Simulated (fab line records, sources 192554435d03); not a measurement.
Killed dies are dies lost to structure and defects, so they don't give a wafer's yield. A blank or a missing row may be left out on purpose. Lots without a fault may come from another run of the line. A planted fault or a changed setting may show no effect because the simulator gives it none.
Chamber matching | flow n5_finfet | N5_BEOL_M3_ETCH_64 on rie_diel-06: 4 sister chambers
The step etches SOC in N2/H2, target depth 75 nm, overetch 15 nm, time 112.5 s. 4 wafers are shown with their chamber, then 12 later ones without.

WAFERS WITH THEIR CHAMBER
wafer  | chamber | drypump_motor_current_A (A)
L082.4 | 3       | 6.0
L085.4 | 2       | 6.1
L086.5 | 0       | 5.2
L086.6 | 1       | 6.5

WAFERS WITHOUT THEIR CHAMBER
wafer  | drypump_motor_current_A (A)
L090.3 | 6.4
L090.4 | 6.0
L090.5 | 6.1
L089.2 | 6.4
L089.3 | 5.2
L089.6 | 6.5
L091.1 | 6.5
L091.2 | 6.1
L091.6 | 6.5
L092.1 | 6.5
L092.2 | 6.0
L092.6 | 5.3

WHICH CHAMBER EACH WENT THROUGH
wafer  | from the rows above | in truth
L090.3 | 1                   | 1
L090.4 | 3                   | 3
L090.5 | 2                   | 2
L089.2 | 1                   | 1
L089.3 | 0                   | 0
L089.6 | 1                   | 1
L091.1 | 1                   | 1
L091.2 | 2                   | 2
L091.6 | 1                   | 1
L092.1 | 1                   | 1
L092.2 | 3                   | 3
L092.6 | 0                   | 0
Placed correctly: 12 of 12. Can't be placed from these rows: 0. Placed wrongly: 0.
How it was worked out, from the rows above alone: a wafer's distance from a chamber is the root of the sum, over the readings, of the square of ((its reading less the chamber's mean) divided by the reading's scatter). The wafer belongs to the nearest chamber; if the next one is less than 2 further off, it can't be placed. A chamber's mean is the mean of its shown wafers. The scatter: with one shown wafer a chamber, the root of the mean of the squares of how far each hidden wafer lies from its nearest shown one.
